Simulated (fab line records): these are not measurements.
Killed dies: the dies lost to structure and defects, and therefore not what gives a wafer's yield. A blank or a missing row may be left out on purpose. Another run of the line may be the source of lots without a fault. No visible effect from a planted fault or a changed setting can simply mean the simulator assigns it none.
Chamber matching	flow n5Finfet	aldSin-03 running N5_SPACER0_ALD_07: 3 sister chambers
The step deposits SiNx, target thk 2 nm. 3 wafers are shown with their chamber, then 7 later ones without.

== WAFERS WITH THEIR CHAMBER ==
wafer	chamber	heaterPowerW (W)
L080.5	0	785
L086.3	2	838
L086.5	3	912

== WAFERS WITH NO CHAMBER GIVEN ==
wafer	heaterPowerW (W)
L088.3	806
L088.5	796
L088.6	923
L089.1	779
L089.2	921
L090.2	788
L090.4	806

== EACH ONE'S CHAMBER ==
wafer	from the rows above	in truth
L088.3	can't be placed: 0 or 2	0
L088.5	0	0
L088.6	3	3
L089.1	0	0
L089.2	3	3
L090.2	0	0
L090.4	can't be placed: 0 or 2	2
5 of 7 placed correctly. From these rows, 2 cannot be placed; in 2 the true chamber is one of the candidates. 0 placed wrongly.
How it was worked out, from the rows above alone: a wafer's distance from a chamber is the root of the sum, over the readings, of the square of ((its reading less the chamber's mean) divided by the reading's scatter). The wafer belongs to the nearest chamber; if the next one is less than 2 further off, it can't be placed. Each chamber's mean is taken over the wafers shown for it. The scatter: with one shown wafer a chamber, the root of the mean of the squares of how far each hidden wafer lies from its nearest shown one.
